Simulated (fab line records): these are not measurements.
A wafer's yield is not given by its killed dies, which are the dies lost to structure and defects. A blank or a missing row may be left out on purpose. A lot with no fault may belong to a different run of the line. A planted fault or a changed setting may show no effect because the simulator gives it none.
2 desks, one fault | flow n5Finfet | each desk has only its own numbers; what lay behind them comes last

AT THE METROLOGY DESK
Means of the sampled wafers that have a number, per lot and without regard to the tool the lot ran on: this is what the gauges read. Marked OUT: a lot whose mean sits more than 4 standard deviations from the usual mean, which makes it out of limits; the brackets give that distance.
Columns: A = cdNm at N5_BEOL_M11_CD_MEAS_18, usual 70.0 nm
lot  | first seen here | A
L958 | day 10 12:17    | 69.9
L959 | day 11 01:32    | 70.5
L961 | day 11 19:49    | 69.8
L962 | day 12 22:44    | 69.6
L966 | day 13 06:11    | 70.7
L968 | day 14 03:32    | 70.2
L970 | day 14 06:44    | 70.3
L971 | day 14 20:20    | 69.6
L975 | day 15 10:13    | 70.4
L973 | day 15 11:22    | 70.2
L974 | day 15 11:34    | 69.9
This desk found nothing out of limits on any of the 11 lots.

DESK OF THE TOOL OWNER: rieDiel-02
The tool's own readings at N5_BEOL_M11_ETCH_66 (etches SOC in N2/H2, target depth 120 nm, overetch 24 nm, time 180 s): means of the sampled wafers that have a number, for each lot that ran on this tool. Marked OUT: a lot whose mean sits more than 4 standard deviations from the usual mean, which makes it out of limits; the brackets give that distance.
Columns: A = drypumpMotorCurrentA at N5_BEOL_M11_ETCH_66, usual 5.8 A; B = n2FlowSccm at N5_BEOL_M11_ETCH_66, usual 200.0 sccm; C = oesProductAu at N5_BEOL_M11_ETCH_66, usual 0.64 a.u.; D = rfVppV at N5_BEOL_M11_ETCH_66, usual 524.1 V; E = runLengthS at N5_BEOL_M11_ETCH_66, usual 203.4 s; F = showerheadPlenumPTorr at N5_BEOL_M11_ETCH_66, usual 2.55 Torr; G = throttleValvePct at N5_BEOL_M11_ETCH_66, usual 17.85 %
lot  | first seen here | A   | B     | C    | D     | E               | F    | G
L959 | day 11 02:07    | 5.3 | 199.9 | 0.65 | 525.0 | 203.8           | 2.60 | 17.93
L961 | day 11 20:24    | 5.4 | 200.4 | 0.63 | 527.5 | 203.6           | 2.66 | 18.08
L962 | day 13 00:18    | 5.6 | 200.2 | 0.69 | 528.1 | 203.2           | 2.66 | 17.86
L966 | day 13 10:01    | 5.3 | 200.4 | 0.62 | 523.3 | 203.5           | 2.52 | 17.83
L968 | day 14 05:31    | 5.3 | 199.2 | 0.56 | 523.0 | 239.0 (+68) OUT | 2.54 | 17.91
L970 | day 14 07:48    | 6.0 | 199.9 | 0.58 | 525.0 | 239.7 (+70) OUT | 2.60 | 17.80
L973 | day 15 12:19    | 5.6 | 199.6 | 0.62 | 524.1 | 226.9 (+45) OUT | 2.57 | 17.76
This desk finds L968, L970, L973 out of limits, L968 being first, at day 14 05:31 (runLengthS at N5_BEOL_M11_ETCH_66). L959, L961, L962, L966: within limits.

PUT TOGETHER
An alarm could have come from the tool owner's desk at day 14 05:31, on L968, L970, L973.
The metrology desk saw nothing out of limits.
The metrology desk has L968, L970, L973 on record, within its limits.
Of the lots named, all ran N5_BEOL_M11_ETCH_66 on rieDiel-02.

WHAT WAS PUT IN BY THE SIMULATOR
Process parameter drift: rieDiel-02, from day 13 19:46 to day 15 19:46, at N5_BEOL_M11_ETCH_66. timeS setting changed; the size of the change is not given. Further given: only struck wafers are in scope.
Shown lots that were struck: L968, L970, L973.
How many hours passed from the start of the fault until each desk's first out-of-limits reading: the tool owner's desk, 10.
